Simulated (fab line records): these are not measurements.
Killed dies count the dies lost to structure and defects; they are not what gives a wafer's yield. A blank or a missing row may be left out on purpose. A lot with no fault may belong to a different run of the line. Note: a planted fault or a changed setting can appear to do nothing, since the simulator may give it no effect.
fab line records	flow nandHarc
record lots=24	wafers=72	lastDay=33
route steps=1302 shown P_GATE@213 P_CONTACT@238 P_M0@273 P_M1@307
lots that met no fault: from a run of the same line without faults
startH: hours from the record's opening day to when the first of the lot's shown wafers began	waitH: how many hours have passed since the lot's step before this one	" identical to the entry in the row above	L1.1+2: a single row standing in for several wafers	- no value, or no start given	* or withheld: withheld	< > ~ a bound
route shown NAME@n: a module of which the file shows steps, and the number in the route of the first	usual: average and standard deviation across the fault-free wafers	same: alike in all rows	chamber/n: place in a boat	sites: each site's reading	_std_site: how widely they spread, as a standard deviation	_edge_site: mean of outer sites minus mean of inner sites	radiusMm: for every site, how far away it sits from the centre of the wafer	mask NAME#n: copy n	behind: tool/chamber where the wafer was last shaped	hold: reason for holding the lot/hours on hold/outcome of the hold	device: the transistor (n, p or np) that didn't switch	end of line: tests run on the same wafers once the route is complete	where a step has no rows: the recipe by itself	killed: count of dies lost to structure and defects at first sort (not the wafer's yield)	map: per-die view of a wafer (x killed, . not killed, _ where there is no die)
set.NAME: setting as actually run; set.NAME@STEP: the setting as run at that earlier step	model.NAME: the simulator's own value behind a step, which no gauge read
route steps across a sampled set of lots; one table per step, one row per wafer
services: when a tool's chamber went out of use (startH, in hours from the record's first day, below 0 if earlier), for how many hours, and the reason
## steps
# step NHARC_P_GATE_RTA_80
# recipe tempC=300	timeS=30
# usual lampPowerPct=2.17/0.039	wafer_temp_C_max=301.13/0.24
lot.wafer	tool	chamber	startH	waitH	lampPowerPct	wafer_temp_C_max
L074.3	rtpAnneal-02	0	114.85	-	2.12	301.31
L074.4	"	0	"	"	2.12	301.29
L074.6	"	0	"	"	2.12	300.96
L075.1	rtpAnneal-02	0	120.85	-	2.12	301.00
L075.2	"	0	"	"	2.12	300.65
L075.4	"	0	"	"	2.12	301.07
L076.2	rtpAnneal-02	0	133.03	-	2.12	300.83
L076.4	"	0	"	"	2.12	301.07
L076.5	"	0	"	"	2.12	301.29
L077.1	rtpAnneal-01	0	150.80	-	2.20	301.01
L077.5	"	0	"	"	2.20	300.84
L077.6	"	0	"	"	2.20	300.98
L078.1	rtpAnneal-01	0	154.75	-	2.20	300.62
L078.4	"	0	"	"	2.20	301.08
L078.6	"	0	"	"	2.20	300.69
L079.2	rtpAnneal-01	0	166.56	-	2.21	301.37
L079.4	"	0	"	"	2.20	301.46
L079.6	"	0	"	"	2.20	300.93
L080.3	rtpAnneal-01	0	174.52	-	2.20	300.96
L080.5	"	0	"	"	2.20	301.13
L080.6	"	0	"	"	2.20	301.18
L081.4	rtpAnneal-01	0	186.47	-	2.20	301.15
L081.5	"	0	"	"	2.20	301.21
L081.6	"	0	"	"	2.20	301.20
L082.2	rtpAnneal-02	0	202.94	-	2.12	301.18
L082.4	"	0	"	"	2.12	301.29
L082.5	"	0	"	"	2.12	301.15
L083.2	rtpAnneal-01	0	207.41	-	2.21	300.89
L083.4	"	0	"	"	2.21	300.68
L083.6	"	0	"	"	2.21	301.07
L084.1	rtpAnneal-01	0	220.69	-	2.20	301.21
L084.2	"	0	"	"	2.20	301.02
L084.4	"	0	"	"	2.20	301.41
L085.3	rtpAnneal-02	0	221.40	-	2.12	300.97
L085.4	"	0	"	"	2.12	300.90
L085.6	"	0	"	"	2.13	301.30
L086.1	rtpAnneal-02	0	230.17	-	2.12	301.01
L086.2	"	0	"	"	2.12	301.17
L086.6	"	0	"	"	2.12	300.84
L087.2	rtpAnneal-01	0	249.29	-	2.20	301.32
L087.3	"	0	"	"	2.20	301.40
L087.6	"	0	"	"	2.20	301.50
L088.2	rtpAnneal-01	0	260.70	-	2.20	301.32
L088.4	"	0	"	"	2.20	300.89
L088.5	"	0	"	"	2.20	300.94
L089.3	rtpAnneal-01	0	264.43	-	2.20	301.02
L089.4	"	0	"	"	2.20	301.18
L089.5	"	0	"	"	2.20	301.32
L091.2	rtpAnneal-01	0	285.68	-	2.21	300.89
L091.4	"	0	"	"	2.21	301.47
L091.6	"	0	"	"	2.20	301.15
L090.1	rtpAnneal-02	0	286.63	-	2.12	301.21
L090.5	"	0	"	"	2.12	301.08
L090.6	"	0	"	"	2.12	301.16
L093.1	rtpAnneal-01	0	301.76	-	2.20	301.48
L093.2	"	0	"	"	2.20	301.06
L093.4	"	0	"	"	2.20	301.01
L092.2	rtpAnneal-02	0	302.43	-	2.12	300.82
L092.3	"	0	"	"	2.12	300.95
L092.5	"	0	"	"	2.12	301.22
L094.2	rtpAnneal-01	0	317.14	-	2.20	301.18
L094.5	"	0	"	"	2.20	300.75
L094.6	"	0	"	"	2.20	300.82
L095.3	rtpAnneal-01	0	330.37	-	2.20	301.31
L095.5	"	0	"	"	2.20	301.23
L095.6	"	0	"	"	2.20	301.40
L096.4	rtpAnneal-02	0	338.39	-	2.13	300.95
L096.5	"	0	"	"	2.13	300.97
L096.6	"	0	"	"	2.12	301.38
L097.3	rtpAnneal-01	0	350.94	-	2.20	300.72
L097.5	"	0	"	"	2.20	301.51
L097.6	"	0	"	"	2.20	301.34
# step NHARC_P_CONTACT_ETCH_18
# recipe targetDepthA=4810	timeS=240.5	c4f8FlowSccm=20	o2FlowSccm=10	arFlowSccm=withheld	rfW=600	biasW=1500	chemistry=C4F8/O2/Ar
# usual oesProductAu=0.962/0.02	rfVppV=979/4.7
lot.wafer	tool	chamber	startH	waitH	oesProductAu	rfHoursCounterH	rfVppV
L074.3	rieDiel-02	0	-	-	0.967	1.8	972
L074.4	"	2	"	"	0.976	1.7	978
L074.6	"	0	"	"	0.973	-	974
L075.1	rieDiel-02	2	-	-	0.939	2.0	976
L075.4	"	3	"	"	0.956	2.3	984
L075.2	"	1	"	"	0.943	2.2	986
L076.4	rieDiel-05	0	-	-	0.913	1.2	984
L076.2	"	1	"	"	0.930	1.9	974
L076.5	"	3	"	"	0.920	-	977
L077.1	rieDiel-05	2	-	-	0.989	2.4	981
L077.6	"	1	"	"	0.956	-	973
L077.5	"	2	"	"	0.980	-	982
L078.1	rieDiel-02	2	-	-	0.959	3.1	975
L078.4	"	0	"	"	0.980	3.0	974
L078.6	"	2	"	"	0.958	-	977
L079.2	rieDiel-06	1	-	-	0.951	1.9	987
L079.6	"	3	"	"	0.958	-	972
L079.4	"	0	"	"	0.958	-	975
L080.3	rieDiel-06	2	-	-	0.971	2.0	978
L080.6	"	1	"	"	0.956	-	986
L080.5	"	2	"	"	0.972	-	977
L081.4	rieDiel-02	3	-	-	0.964	3.9	981
L081.5	"	1	"	"	0.987	-	988
L081.6	"	2	"	"	0.962	-	979
L082.2	rieDiel-02	3	-	-	0.980	4.4	982
L082.4	"	1	"	"	0.966	4.4	986
L082.5	"	3	"	"	0.988	-	981
L083.4	rieDiel-06	0	-	-	0.965	4.7	974
L083.2	"	3	"	"	0.993	4.6	971
L083.6	"	1	"	"	0.966	-	984
L084.1	rieDiel-05	0	-	-	0.952	3.3	983
L084.2	"	3	"	"	0.969	4.2	979
L084.4	"	2	"	"	0.976	-	982
L085.3	rieDiel-06	1	-	-	0.978	5.6	984
L085.4	"	2	"	"	0.982	4.8	975
L085.6	"	2	"	"	0.976	-	976
L086.1	rieDiel-06	2	-	-	0.975	6.2	977
L086.2	"	3	"	"	0.989	7.0	969
L086.6	"	2	"	"	0.962	-	977
L087.2	rieDiel-05	0	-	-	0.972	0.4	982
L087.3	"	2	"	"	0.974	0.2	982
L087.6	"	0	"	"	0.974	-	983
L088.2	rieDiel-06	1	-	-	0.931	8.6	985
L088.4	"	2	"	"	0.929	7.6	976
L088.5	"	1	"	"	0.924	-	983
L089.3	rieDiel-05	0	-	-	0.947	1.0	983
L089.4	"	2	"	"	0.924	0.8	982
L089.5	"	3	"	"	0.932	-	979
L091.2	rieDiel-02	3	-	-	0.987	1.4	982
L091.4	"	2	"	"	0.958	-	977
L091.6	"	3	"	"	0.966	-	983
L090.1	rieDiel-06	2	-	-	0.981	9.1	976
L090.6	"	1	"	"	0.958	-	984
L090.5	"	2	"	"	0.992	-	977
L093.1	rieDiel-05	2	-	-	0.957	1.6	982
L093.2	"	1	"	"	0.955	1.8	975
L093.4	"	2	"	"	0.961	-	980
L092.3	rieDiel-06	0	-	-	0.978	11.3	975
L092.2	"	2	"	"	0.970	9.9	977
L092.5	"	0	"	"	0.984	-	975
L094.2	rieDiel-05	3	-	-	0.937	2.5	978
L094.6	"	3	"	"	0.937	-	977
L094.5	"	0	"	"	0.934	-	984
L095.3	rieDiel-02	2	-	-	0.945	2.4	977
L095.5	"	2	"	"	0.941	-	976
L095.6	"	3	"	"	0.952	-	982
L096.4	rieDiel-02	0	-	-	0.969	2.9	972
L096.6	"	2	"	"	0.976	-	978
L096.5	"	3	"	"	0.964	-	983
L097.3	rieDiel-05	2	-	-	0.944	2.8	982
L097.6	"	2	"	"	0.949	-	982
L097.5	"	3	"	"	0.983	-	977
# step NHARC_P_CONTACT_DEGAS_38
# recipe tempC=300	timeS=60
# usual heaterPowerW=459/43
lot.wafer	tool	chamber	startH	waitH	heaterPowerW
L074.4	pvdSputter-02	-	118.85	-	508
L074.3	"	-	"	"	515
L074.6	"	-	"	"	520
L075.2	pvdSputter-01	-	124.76	-	428
L075.1	"	-	"	"	461
L075.4	"	-	"	"	468
L076.2	pvdSputter-01	-	137.05	-	458
L076.4	"	-	"	"	465
L076.5	"	-	"	"	430
L077.1	pvdSputter-02	-	154.86	-	515
L077.5	"	-	"	"	505
L077.6	"	-	"	"	536
L078.1	pvdSputter-03	-	158.81	-	414
L078.4	"	-	"	"	387
L078.6	"	-	"	"	427
L079.2	pvdSputter-03	-	170.73	-	426
L079.4	"	-	"	"	427
L079.6	"	-	"	"	385
L080.3	pvdSputter-02	-	178.52	-	502
L080.5	"	-	"	"	508
L080.6	"	-	"	"	435
L081.4	pvdSputter-01	-	190.44	-	461
L081.5	"	-	"	"	429
L081.6	"	-	"	"	466
L082.4	pvdSputter-02	-	206.95	-	436
L082.2	"	-	"	"	525
L082.5	"	-	"	"	521
L083.4	pvdSputter-01	-	211.42	-	463
L083.2	"	-	"	"	427
L083.6	"	-	"	"	461
L084.1	pvdSputter-03	-	224.91	-	510
L084.4	"	-	"	"	429
L084.2	"	-	"	"	395
L085.3	pvdSputter-02	-	225.49	-	504
L085.4	"	-	"	"	524
L085.6	"	-	"	"	507
L086.2	pvdSputter-02	-	234.09	-	491
L086.1	"	-	"	"	517
L086.6	"	-	"	"	520
L087.3	pvdSputter-02	-	253.32	-	538
L087.2	"	-	"	"	522
L087.6	"	-	"	"	518
L088.4	pvdSputter-01	-	264.71	-	435
L088.2	"	-	"	"	408
L088.5	"	-	"	"	442
L089.4	pvdSputter-01	-	268.42	-	436
L089.3	"	-	"	"	467
L089.5	"	-	"	"	476
L091.4	pvdSputter-01	-	289.74	-	438
L091.2	"	-	"	"	467
L091.6	"	-	"	"	493
L090.1	pvdSputter-03	-	290.73	-	395
L090.5	"	-	"	"	428
L090.6	"	-	"	"	404
L093.1	pvdSputter-01	-	305.85	-	478
L093.4	"	-	"	"	457
L093.2	"	-	"	"	413
L092.2	pvdSputter-01	-	306.47	-	413
L092.3	"	-	"	"	475
L092.5	"	-	"	"	412
L094.2	pvdSputter-02	-	321.16	-	436
L094.6	"	-	"	"	488
L094.5	"	-	"	"	439
L095.3	pvdSputter-03	-	334.28	-	416
L095.6	"	-	"	"	409
L095.5	"	-	"	"	409
L096.4	pvdSputter-03	-	342.51	-	401
L096.6	"	-	"	"	416
L096.5	"	-	"	"	398
L097.3	pvdSputter-01	-	355.21	-	496
L097.6	"	-	"	"	470
L097.5	"	-	"	"	411
# step NHARC_P_M0_PRE_CLEAN_29
# recipe timeS=30	tempC=280	gas=H2/He
# usual heaterPowerW=406/41
lot.wafer	tool	chamber	startH	waitH	heaterPowerW
L074.4	pvdSputter-03	-	-	-	427
L074.3	"	-	"	"	378
L074.6	"	-	"	"	419
L075.4	pvdSputter-02	-	-	-	458
L075.2	"	-	"	"	390
L075.1	"	-	"	"	443
L076.4	pvdSputter-03	-	-	-	424
L076.2	"	-	"	"	384
L076.5	"	-	"	"	378
L077.1	pvdSputter-01	-	-	-	417
L077.6	"	-	"	"	411
L077.5	"	-	"	"	378
L078.1	pvdSputter-03	-	-	-	419
L078.4	"	-	"	"	343
L078.6	"	-	"	"	380
L079.2	pvdSputter-03	-	-	-	338
L079.4	"	-	"	"	428
L079.6	"	-	"	"	374
L080.3	pvdSputter-02	-	-	-	450
L080.5	"	-	"	"	455
L080.6	"	-	"	"	389
L081.4	pvdSputter-03	-	-	-	373
L081.6	"	-	"	"	449
L081.5	"	-	"	"	376
L082.4	pvdSputter-02	-	-	-	445
L082.2	"	-	"	"	469
L082.5	"	-	"	"	387
L083.2	pvdSputter-02	-	-	-	451
L083.4	"	-	"	"	476
L083.6	"	-	"	"	456
L084.4	pvdSputter-03	-	-	-	386
L084.1	"	-	"	"	356
L084.2	"	-	"	"	445
L085.3	pvdSputter-03	-	-	-	367
L085.4	"	-	"	"	363
L085.6	"	-	"	"	355
L086.1	pvdSputter-02	-	-	-	458
L086.2	"	-	"	"	465
L086.6	"	-	"	"	456
L087.2	pvdSputter-02	-	-	-	467
L087.3	"	-	"	"	452
L087.6	"	-	"	"	465
L088.2	pvdSputter-03	-	-	-	366
L088.4	"	-	"	"	358
L088.5	"	-	"	"	451
L089.4	pvdSputter-01	-	-	-	412
L089.3	"	-	"	"	354
L089.5	"	-	"	"	365
L091.4	pvdSputter-01	-	-	-	433
L091.2	"	-	"	"	389
L091.6	"	-	"	"	366
L090.1	pvdSputter-02	-	-	-	395
L090.6	"	-	"	"	474
L090.5	"	-	"	"	497
L093.4	pvdSputter-01	-	-	-	407
L093.1	"	-	"	"	360
L093.2	"	-	"	"	420
L092.2	pvdSputter-03	-	-	-	453
L092.3	"	-	"	"	373
L092.5	"	-	"	"	451
L094.2	pvdSputter-01	-	-	-	362
L094.6	"	-	"	"	404
L094.5	"	-	"	"	362
L095.3	pvdSputter-01	-	-	-	389
L095.5	"	-	"	"	432
L095.6	"	-	"	"	381
L096.4	pvdSputter-03	-	-	-	353
L096.5	"	-	"	"	452
L096.6	"	-	"	"	370
L097.3	pvdSputter-02	-	-	-	442
L097.6	"	-	"	"	486
L097.5	"	-	"	"	436
# step NHARC_P_M0_ANNEAL_30
# recipe tempC=225	timeS=90
# usual annealTempC=224.97/0.21	wafer_temp_C_max=225.80/0.23
lot.wafer	tool	chamber	startH	waitH	annealTempC	wafer_temp_C_max
L074.3	rtpAnneal-01	0	123.11	0.3	224.84	226.09
L074.4	"	0	"	"	225.05	226.23
L074.6	"	0	"	"	224.90	226.01
L075.1	rtpAnneal-01	0	128.99	-	224.80	225.72
L075.2	"	0	"	"	224.68	225.59
L075.4	"	0	"	"	224.81	225.45
L076.2	rtpAnneal-01	0	141.40	-	224.92	226.08
L076.4	"	0	"	"	225.24	226.03
L076.5	"	0	"	"	224.90	225.61
L077.1	rtpAnneal-01	0	159.10	0.3	224.99	225.93
L077.5	"	0	"	"	224.86	225.55
L077.6	"	0	"	"	224.81	225.37
L078.1	rtpAnneal-01	0	163.08	-	224.78	226.08
L078.4	"	0	"	"	224.87	226.23
L078.6	"	0	"	"	224.75	226.03
L079.2	rtpAnneal-02	0	174.94	-	224.50	225.91
L079.4	"	0	"	"	224.87	225.80
L079.6	"	0	"	"	224.68	225.60
L080.3	rtpAnneal-01	0	182.84	-	225.12	225.76
L080.5	"	0	"	"	225.05	225.80
L080.6	"	0	"	"	225.09	225.65
L081.4	rtpAnneal-02	0	195.05	-	225.30	225.93
L081.5	"	0	"	"	224.84	225.72
L081.6	"	0	"	"	224.77	225.82
L082.2	rtpAnneal-01	0	211.23	0.4	225.35	225.98
L082.4	"	0	"	"	225.11	225.81
L082.5	"	0	"	"	224.95	225.90
L083.2	rtpAnneal-02	0	215.70	0.4	224.84	225.69
L083.4	"	0	"	"	225.05	225.86
L083.6	"	0	"	"	224.92	225.89
L084.1	rtpAnneal-02	0	229.50	0.3	224.81	225.84
L084.2	"	0	"	"	224.70	225.50
L084.4	"	0	"	"	224.88	225.39
L085.3	rtpAnneal-01	0	230.58	-	224.76	225.77
L085.4	"	0	"	"	224.77	225.93
L085.6	"	0	"	"	224.83	226.10
L086.1	rtpAnneal-01	0	239.26	0.3	224.85	225.81
L086.2	"	0	"	"	225.09	226.16
L086.6	"	0	"	"	224.70	226.08
L087.2	rtpAnneal-02	0	257.59	0.3	224.46	225.75
L087.3	"	0	"	"	224.70	225.64
L087.6	"	0	"	"	224.58	225.96
L088.2	rtpAnneal-01	0	268.87	0.3	225.05	225.82
L088.4	"	0	"	"	225.29	225.70
L088.5	"	0	"	"	224.79	225.75
L089.3	rtpAnneal-01	0	272.90	0.3	224.85	225.77
L089.4	"	0	"	"	224.94	225.81
L089.5	"	0	"	"	225.18	225.80
L091.2	rtpAnneal-02	0	293.89	0.3	225.07	225.83
L091.4	"	0	"	"	224.78	225.93
L091.6	"	0	"	"	224.97	225.78
L090.1	rtpAnneal-02	0	294.96	-	225.52	225.65
L090.5	"	0	"	"	225.33	225.69
L090.6	"	0	"	"	225.22	225.88
L093.1	rtpAnneal-01	0	310.24	0.4	225.17	225.80
L093.2	"	0	"	"	225.44	225.38
L093.4	"	0	"	"	225.48	225.71
L092.2	rtpAnneal-02	0	310.89	0.5	224.84	225.76
L092.3	"	0	"	"	224.91	225.76
L092.5	"	0	"	"	224.86	225.82
L094.2	rtpAnneal-02	0	325.36	-	224.80	225.79
L094.5	"	0	"	"	224.92	225.78
L094.6	"	0	"	"	224.90	225.69
L095.3	rtpAnneal-02	0	339.13	-	225.08	225.98
L095.5	"	0	"	"	225.32	225.99
L095.6	"	0	"	"	225.31	225.56
L096.4	rtpAnneal-01	0	347.05	0.5	224.80	225.52
L096.5	"	0	"	"	224.85	225.64
L096.6	"	0	"	"	224.70	225.49
L097.3	rtpAnneal-02	0	360.17	-	224.71	226.07
L097.5	"	0	"	"	224.69	225.68
L097.6	"	0	"	"	224.82	225.74
# step NHARC_P_M1_PVD_20
# recipe targetThkA=50	biasV=168.6	powerW=15000	chamberPressurePa=0.12	timeS=8.06	substrateTempC=50	material=TaN
# usual chamberPressurePa=0.12001/0.00023	throttleValvePct=29.7/0.76
lot.wafer	tool	chamber	startH	waitH	chamberPressurePa	throttleValvePct
L074.4	pvdSputter-02	-	-	-	0.11973	29.6
L074.3	"	-	"	"	0.11994	31.5
L074.6	"	-	"	"	0.12001	29.4
L075.4	pvdSputter-02	-	-	-	0.12017	29.6
L075.1	"	-	"	"	0.11983	31.6
L075.2	"	-	"	"	0.12019	30.3
L076.4	pvdSputter-02	-	-	-	0.12	31.8
L076.2	"	-	"	"	0.11938	30.5
L076.5	"	-	"	"	0.11976	29.4
L077.1	pvdSputter-02	-	-	-	0.11961	29.8
L077.6	"	-	"	"	0.11995	29.6
L077.5	"	-	"	"	0.11989	29.5
L078.4	pvdSputter-03	-	-	-	0.11993	28.4
L078.1	"	-	"	"	0.1199	30.7
L078.6	"	-	"	"	0.12006	28.7
L079.2	pvdSputter-01	-	-	-	0.12036	30.2
L079.4	"	-	"	"	0.11975	30.2
L079.6	"	-	"	"	0.12065	30.1
L080.3	pvdSputter-01	-	-	-	0.12004	29.5
L080.6	"	-	"	"	0.11973	29.2
L080.5	"	-	"	"	0.12004	29.3
L081.4	pvdSputter-01	-	-	-	0.12015	29.0
L081.5	"	-	"	"	0.12046	29.3
L081.6	"	-	"	"	0.12008	30.1
L082.2	pvdSputter-03	-	-	-	0.12009	28.9
L082.4	"	-	"	"	0.11988	29.3
L082.5	"	-	"	"	0.12011	29.0
L083.4	pvdSputter-03	-	-	-	0.11995	29.4
L083.2	"	-	"	"	0.12011	30.9
L083.6	"	-	"	"	0.11975	28.8
L084.4	pvdSputter-03	-	-	-	0.12028	29.3
L084.1	"	-	"	"	0.12013	30.6
L084.2	"	-	"	"	0.12055	29.0
L085.4	pvdSputter-03	-	-	-	0.1202	30.8
L085.3	"	-	"	"	0.12016	28.7
L085.6	"	-	"	"	0.12034	29.0
L086.1	pvdSputter-03	-	-	-	0.11994	30.8
L086.2	"	-	"	"	0.12035	28.9
L086.6	"	-	"	"	0.12013	30.7
L087.2	pvdSputter-03	-	-	-	0.11987	28.7
L087.3	"	-	"	"	0.12027	29.1
L087.6	"	-	"	"	0.12013	30.8
L088.4	pvdSputter-03	-	-	-	0.12025	28.9
L088.2	"	-	"	"	0.1197	30.6
L088.5	"	-	"	"	0.11988	29.0
L089.3	pvdSputter-01	-	-	-	0.11984	30.3
L089.4	"	-	"	"	0.12009	29.6
L089.5	"	-	"	"	0.1198	30.6
L091.4	pvdSputter-03	-	-	-	0.11992	30.7
L091.2	"	-	"	"	0.12001	28.8
L091.6	"	-	"	"	0.11953	28.8
L090.1	pvdSputter-01	-	-	-	0.11991	29.2
L090.5	"	-	"	"	0.12004	29.1
L090.6	"	-	"	"	0.11997	30.1
L093.1	pvdSputter-03	-	-	-	0.11986	30.7
L093.4	"	-	"	"	0.12008	28.7
L093.2	"	-	"	"	0.12033	29.3
L092.2	pvdSputter-02	-	-	-	0.11986	29.2
L092.3	"	-	"	"	0.12012	30.6
L092.5	"	-	"	"	0.12015	30.6
L094.2	pvdSputter-01	-	-	-	0.11992	29.9
L094.5	"	-	"	"	0.12001	30.8
L094.6	"	-	"	"	0.1199	29.0
L095.3	pvdSputter-01	-	-	-	0.12003	29.2
L095.5	"	-	"	"	0.12036	30.6
L095.6	"	-	"	"	0.1201	29.4
L096.4	pvdSputter-01	-	-	-	0.12042	30.7
L096.5	"	-	"	"	0.12019	29.9
L096.6	"	-	"	"	0.12017	31.0
L097.3	pvdSputter-01	-	-	-	0.12022	29.1
L097.6	"	-	"	"	0.11977	30.5
L097.5	"	-	"	"	0.11977	29.6
## services
tool	chamber	startH	hours	kind
rieDiel-02	0	97.70	-	clean
pvdSputter-02	-	104.00	10.0	pm
pvdSputter-01	-	104.91	6.1	repair
rieDiel-06	-	130.31	9.0	pm
rieDiel-05	2	157.55	7.6	repair
pvdSputter-01	-	160.20	10.7	repair
rieDiel-02	2	160.94	7.8	repair
rieDiel-06	2	167.73	6.7	repair
pvdSputter-03	-	176.20	10.0	pm
pvdSputter-03	-	210.19	3.5	repair
rieDiel-02	-	214.88	0.4	repair
rieDiel-02	-	216.70	9.0	pm
pvdSputter-01	-	218.28	27.0	repair
rieDiel-05	1	220.52	3.8	repair
rieDiel-05	-	229.60	9.0	pm
rieDiel-06	-	242.11	1.4	repair
pvdSputter-01	-	245.29	10.0	pm
pvdSputter-02	-	282.02	10.0	pm
rieDiel-02	1	285.05	5.2	repair
rieDiel-05	0	295.10	22.1	repair
rieDiel-06	-	307.31	9.0	pm
pvdSputter-03	-	307.93	1.4	repair
pvdSputter-02	-	308.07	3.1	repair
pvdSputter-03	-	354.20	10.0	pm
## key
fault none
